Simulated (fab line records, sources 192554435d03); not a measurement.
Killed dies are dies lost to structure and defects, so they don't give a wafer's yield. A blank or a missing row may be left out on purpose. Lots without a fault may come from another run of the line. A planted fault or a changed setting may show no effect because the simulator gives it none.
fab line records | flow n5_finfet
record lots=4 wafers=12 last_day=14
route steps=1938 shown BEOL_M7@1320 BEOL_M8@1332 PASSIVATION@1936
lots that met no fault: from a run of the same line without faults
start_h: hours from the record's first day to the start of the lot's first wafer shown | wait_h: hours since the lot's step before | " the same as in the row above | L1.1+2: a row that stands for several wafers | - no value, or no start given | * or withheld: withheld | < > ~ a bound
route shown NAME@n: a module of which the file shows steps, and the number in the route of the first | usual: mean/standard deviation of fault-free wafers | same: alike in all rows | chamber/n: place in a boat | sites: the reading at each site | _std_site: their standard deviation | _edge_site: outer sites' mean less inner sites' | radius_mm: how far each site lies from the wafer's centre | mask NAME#n: copy n | behind: the tool/chamber that last shaped the wafer | hold: why the lot was held/for how many hours/how that ended | device: the transistor (n, p or np) that didn't switch | end of line: the same wafers' tests at the end of the route | a step without rows: its recipe alone | killed: dies lost to structure and defects at the first sort, not the wafer's yield | map: a wafer's dies, x killed, . not, _ none there
set.NAME: the setting as run; set.NAME@STEP: as run at that earlier step | model.NAME: the simulator's own value behind a step, which no gauge read
lots at some steps of the route; a table a step, a row a wafer
services: from which hour (start_h, from the record's first day; less than 0 if before it) a tool's chamber was out of use, for how many hours, and why
## steps
# step N5_BEOL_M7_ALD_77
# recipe material=TaN target_thk_a=20 temp_c=275 ald_precursor_family=PDMAT ald_co_reactant=NH3 pressure_torr=3 carrier_flow_sccm=1500 pulse_time_s=2 purge_time_s=3 co_reactant_purge_time_s=2 co_reactant_pulse_time_s=3 ald_cycles=40 precursor_vessel_temp_c=75 precursor_vessel_pressure_torr=26.25 precursor_vessel_carrier_sccm=1000
# step N5_BEOL_M7_SURFACE_TREAT_79
# recipe gas=Ar time_s=* ion_energy_ev=* ion_current_ma_cm2=0.5 pressure_mtorr=* ar_flow_sccm=30
# step N5_BEOL_M7_CVD_78
# recipe material=Co target_thk_a=20 temp_c=withheld precursor=CCTBA/H2 pressure_torr=30 time_s=142.3
# step N5_BEOL_M7_SPUTTER_48
# recipe material=Cu target_thk_a=100 temp_c=-20 bias_v=60 power_w=26000 chamber_pressure_pa=0.13 time_s=1.667
# step N5_BEOL_M7_ECD_50
# recipe material=Cu target_thk_a=3000
# step N5_BEOL_M7_ANNEAL_51
# recipe temp_c=225 time_s=90 ambient=N2
# step N5_BEOL_M7_CMP_52
# recipe stop_on=SiCOH_lowk t_overpolish_s=6.9 down_force_psi=1 platen_rpm=50 clearing_platen_down_force_psi=1.5 clearing_platen_rpm=50 post_cmp_clean=cu_alkaline target_thk_nm=80 clearing_platen_pad_velocity_m_s=0.99484 pad_velocity_m_s=0.99484
# step N5_BEOL_M7_PRE_CLEAN_55
# recipe gas=NH3 time_s=15 temp_c=withheld rf_power_w=300
# step N5_BEOL_M7_DEP_56
# recipe material=SiCN target_thk_a=100 temp_c=withheld precursor=3MS/NH3 pressure_torr=3 rf_w=202 time_s=17.5
# step N5_BEOL_M8_ILD_DEP_00
# recipe material=SiCOH_lowk target_thk_a=1797.5 temp_c=300 precursor=DEMS/porogen pressure_torr=5 rf_w=500 time_s=33.4
# usual heater_power_outer_w=176/39 heater_power_w=358/61 showerhead_plenum_p_Torr=5.739/0.026 susceptor_temp_C=299.99/0.18 throttle_valve_pct=13.5/0.66
# columns lot.wafer tool chamber start_h wait_h heater_power_outer_w heater_power_w showerhead_plenum_p_Torr susceptor_temp_C throttle_valve_pct model.SiCOH_lowk_of_BEOL_M8_ILD_DEP_00.thk_nm
L912.2 pecvd-01 1 219.77 0.0 241 492 5.738 300.00 13.4 182.2
L912.3 " 2 " " 184 376 5.702 300.02 12.7 183.2
L912.4 " 2 " " 185 378 5.714 299.89 12.7 185.8
L914.1 pecvd-01 0 245.59 0.0 157 339 5.761 317.12 13.8 168.2
L914.2 " 1 " " 229 476 5.708 299.61 13.3 178.6
L914.3 " 2 " " 163 347 5.694 299.92 12.5 184
L915.3 pecvd-01 1 248.52 0.0 188 416 5.721 299.94 13.6 177.4
L915.4 " 1 " " 188 418 5.717 300.14 13.6 185.4
L915.6 " 0 " " 192 384 5.768 316.97 13.6 169
L916.2 pecvd-03 2 251.07 0.0 131 272 5.758 300.14 13.2 173.2
L916.4 " 0 " " 151 308 5.750 299.97 12.9 176.8
L916.6 " 1 " " 253 414 5.756 299.86 14.2 180.4
# step N5_BEOL_M8_CURE_74
# recipe temp_c=385 time_s=240 ambient=He/Ar material=SiCOH_lowk
# step N5_BEOL_M8_THK_MEAS_01
# recipe reads=SiCOH_lowk_of_BEOL_M8_ILD_DEP_00
# usual M8_ILD_THK=155.2/2.9
# columns lot.wafer tool chamber start_h wait_h M8_ILD_THK[nm]
L912.2 film_metro-01 - 221.78 1.3 157.1
L912.3 " - " " 158.1
L912.4 " - " " 160.3
L914.1 film_metro-02 - 246.16 0.4 145.0
L914.2 " - " " 154.0
L914.3 " - " " 159.0
L915.3 film_metro-01 - 249.12 0.3 153.1
L915.4 " - " " 160.0
L915.6 " - " " 145.5
L916.2 film_metro-02 - 251.65 0.4 149.2
L916.4 " - " " 152.2
L916.6 " - " " 155.6
# step N5_BEOL_M8_PECVD_70
# recipe material=SiO2 target_thk_a=200 temp_c=400 precursor=TEOS/O2 pressure_torr=5.5 rf_w=450 teos_flow_sccm=53.8 gas=O2 flow_sccm=3000 time_s=22.7
# step N5_BEOL_M8_HM_DEP_02
# recipe material=TiN target_thk_a=200 temp_c=25 chamber_pressure_pa=0.49996
# step N5_BEOL_M8_COAT_59
# recipe resist=SOC temp_c=250 time_s=60 spin_rpm=1500 resist_thk_nm=100
# step N5_BEOL_M8_COAT_60
# recipe resist=SiARC temp_c=220 time_s=60 spin_rpm=1500 resist_thk_nm=35
# step N5_BEOL_M8_COAT_05
# recipe resist=CAR-ArF spin_rpm=1500 resist_thk_nm=90
# step N5_BEOL_M8_EBR_07
# recipe solvent=PGMEA ebr_width_mm=1.5
# step N5_BEOL_M8_SOFTBAKE_06
# recipe temp_c=110 time_s=60 resist=CAR-ArF
# step N5_BEOL_M8_EXPOSE_08
# recipe mask_id=M8 na=1.35 source_shape=dipole sigma_inner=0.817 sigma_outer=0.97 polarization=te dose_mj=68.25
# step N5_BEOL_M8_PEB_09
# recipe peb_temp_c=withheld peb_time_s=60 resist=CAR-ArF
# step N5_BEOL_M8_DEVELOP_10
# recipe develop_time_s=30 developer=TMAH resist=CAR-ArF rinse_liquid=diw dry=air_spin dev_temp_c=23
# step N5_BEOL_M8_DESCUM_16
# recipe chemistry=O2 time_s=7.9 source_power_w=50 bias_power_w=20 pressure_mtorr=20 rf_frequency_hz=2.712e+07 temp_c=40 resist=CAR-ArF o2_flow_sccm=225
# step N5_BEOL_M8_ETCH_61
# recipe chemistry=CF4 target=SiARC target_depth_a=455 mask_material=CAR-ArF time_s=75.8 ion_energy_ev=80 pressure_mtorr=40 source_w=545 bias_w=36 Ar_flow_sccm=100 cf4_flow_sccm=100 ends=cleared
# step N5_BEOL_M8_ETCH_62
# recipe chemistry=N2/H2 target=SOC target_depth_a=1100 overetch_a=220 mask_material=SiARC temp_c=40 time_s=165 ion_energy_ev=200 pressure_mtorr=30 source_w=840 bias_w=150 n2_flow_sccm=200 h2_flow_sccm=200
# step N5_BEOL_M8_STRIP_68
# recipe chemistry=N2/H2 temp_c=40 n2_flow_sccm=200 h2_flow_sccm=200 rf_frequency_hz=6e+07
# step N5_BEOL_M8_STRIP_67
# recipe chemistry=CF4 resist=SiARC power_w=300 bias_power_w=75 pressure_mtorr=50 cf4_flow_sccm=150 rf_frequency_hz=6e+07
# step N5_BEOL_M8_HM_OPEN_17
# recipe chemistry=Cl2/BCl3 target_depth_a=200 overetch_a=60 target=TiN mask_material=SOC ion_energy_ev=150 pressure_mtorr=10 icp_w=1000 bias_w=126 Cl2_flow_sccm=53.25 bcl3_flow_sccm=21.75 Ar_flow_sccm=25
# step N5_BEOL_M8_STRIP_19
# recipe chemistry=O2 power_w=400 temp_c=40 pressure_mtorr=30 rf_frequency_hz=6e+07 bias_power_w=0 overash_fraction=0.2 o2_flow_sccm=225
# step N5_BEOL_M8_COAT_63
# recipe resist=SOC temp_c=250 time_s=60 spin_rpm=1500 resist_thk_nm=60
# step N5_BEOL_M8_COAT_64
# recipe resist=SiARC temp_c=220 time_s=60 spin_rpm=1500 resist_thk_nm=12
# step N5_BEOL_M8_COAT_71
# recipe resist=underlayer temp_c=205 time_s=60 spin_rpm=1500 resist_thk_nm=5
# step N5_BEOL_M8_COAT_22
# recipe resist=CAR-EUV spin_rpm=1500 resist_thk_nm=30
# step N5_BEOL_M8_EBR_24
# recipe solvent=PGMEA ebr_width_mm=1.5
# step N5_BEOL_M8_SOFTBAKE_23
# recipe temp_c=110 time_s=60 resist=CAR-EUV
# step N5_BEOL_M8_CMP_52
# recipe stop_on=SiCOH_lowk t_overpolish_s=6.9 down_force_psi=1 platen_rpm=50 clearing_platen_down_force_psi=1.5 clearing_platen_rpm=50 post_cmp_clean=cu_alkaline target_thk_nm=80 clearing_platen_pad_velocity_m_s=0.99484 pad_velocity_m_s=0.99484
# usual motor_current_A=6.4/0.61
# columns lot.wafer tool chamber start_h wait_h motor_current_A model.SiCOH_lowk_of_BEOL_M8_ILD_DEP_00.thk_nm
L912.4 cmp-02 0 228.03 0.1 6.7 157.2
L912.3 " 1 " " 6.1 155
L912.2 " 3 " " 6.3 154.2
L914.3 cmp-04 2 252.18 0.2 7.7 155.8
L914.1 " 3 " " 6.9 142
L914.2 " 0 " " 5.2 151
L915.4 cmp-02 0 256.69 0.1 6.9 157
L915.3 " 1 " " 6.1 150
L915.6 " 1 " " 5.9 142.6
L916.2 cmp-04 1 260.76 0.2 5.8 146.2
L916.4 " 3 " " 6.8 149.4
L916.6 " 2 " " 7.7 152.6
# step N5_PASSIVATION_PROBE_49
# usual defect_limited_yield=91.4/1.6 killed_at_M0_to_M3=35/10 killed_at_M4_up=12/4.7 killed_at_contacts=12/5.8 killed_at_front_end=38/12 killed_at_other=4/3.2 killed_dies=102/18 killed_open=68/14 killed_short=32/8 sort_bin_5_function=5.1/0.96 sort_bin_6_memory=3.2/0.77 sort_bin_8_speed=0.1/0.39 sort_n_pass=1078/20 sort_yield_pct=91.3/1.7
# same gross_dies=1180 killed_at_back_side=0 sort_bin_4_leakage[%]=0
# columns lot.wafer tool chamber start_h wait_h defect_limited_yield[%] killed_at_M0_to_M3 killed_at_M4_up killed_at_contacts killed_at_front_end killed_at_other killed_dies killed_open killed_short sort_bin_5_function[%] sort_bin_6_memory[%] sort_bin_8_speed[%] sort_n_pass sort_yield_pct[%]
L914.1 prober-02 - 319.68 0.0 94.1 25 8 7 25 5 70 41 20 3.0 2.2 0 1110 94.1
L914.2 prober-02 - 319.73 0.1 91.9 41 19 8 27 1 96 62 34 5.0 3.0 0 1084 91.9
L914.3 prober-02 - 319.78 0.1 93.5 45 10 5 12 5 77 45 31 4.2 2.4 0 1103 93.5
# killed by level:class
L914.1 HKMG_FIN:area_etch=8 STI_FIN_REVEAL:geometric_particle:open=5 MOL_CONTACT_COAG:geometric_particle:open=5 BEOL_M3:geometric_particle:open=5 BEOL_M0_SAQP:geometric_particle:short=4 BEOL_M0_SAQP:geometric_particle:open=4 BEOL_M0:geometric_particle:open=3 BEOL_M1:geometric_particle:open=3
L914.2 BEOL_M0_SAQP:geometric_particle:short=13 BEOL_M4:geometric_particle:open=12 BEOL_M3:geometric_particle:open=10 MOL_CONTACT_COAG:geometric_particle:open=6 DUMMY_GATE:geometric_particle:open=5 BEOL_M0_SAQP:geometric_particle:open=5 BEOL_M0:geometric_particle:open=5 GATE_CUT:geometric_particle:short=4
L914.3 BEOL_M0_SAQP:geometric_particle:short=11 BEOL_M0_SAQP:geometric_particle:open=10 BEOL_M1:geometric_particle:open=7 BEOL_M2:geometric_particle:open=5 BEOL_M4:geometric_particle:open=4 MOL_CONTACT_COAG:geometric_particle:open=3 BEOL_M2:geometric_particle:short=3 STARTING-WAFER:geometric_particle:short=3
## services
# columns tool chamber start_h hours kind
cmp-04 - 207.57 24.7 pm
pecvd-03 0 209.19 2.1 scheduled_down
pecvd-01 1 233.27 5.5 scheduled_down
cmp-02 - 239.66 0.5 repair
cmp-04 - 253.65 0.9 repair
## key
first_sign step=N5_BEOL_M8_ILD_DEP_00 reading=susceptor_temp_C direction=up sigmas=93 usual=* struck=*
effect step=N5_BEOL_M8_THK_MEAS_01 reading=M8_ILD_THK direction=down sigmas=3.5 usual=155.2 struck=145.2
model_effect step=N5_BEOL_M8_ILD_DEP_00 value=SiCOH_lowk_of_BEOL_M8_ILD_DEP_00.thk_nm without=184.1 struck=168.6
model_effect step=N5_BEOL_M8_CMP_52 value=SiCOH_lowk_of_BEOL_M8_ILD_DEP_00.thk_nm without=155.8 struck=142.3
met_at N5_BEOL_M8_ILD_DEP_00
struck_wafers L914.1,L915.6
fault kind=process_parameter_drift tool=pecvd-01 chamber=0 onset_h=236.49 steps=N5_BEOL_M8_ILD_DEP_00 channel=temp_c offset=* shape=step end_h=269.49 acts_in=* stated=*
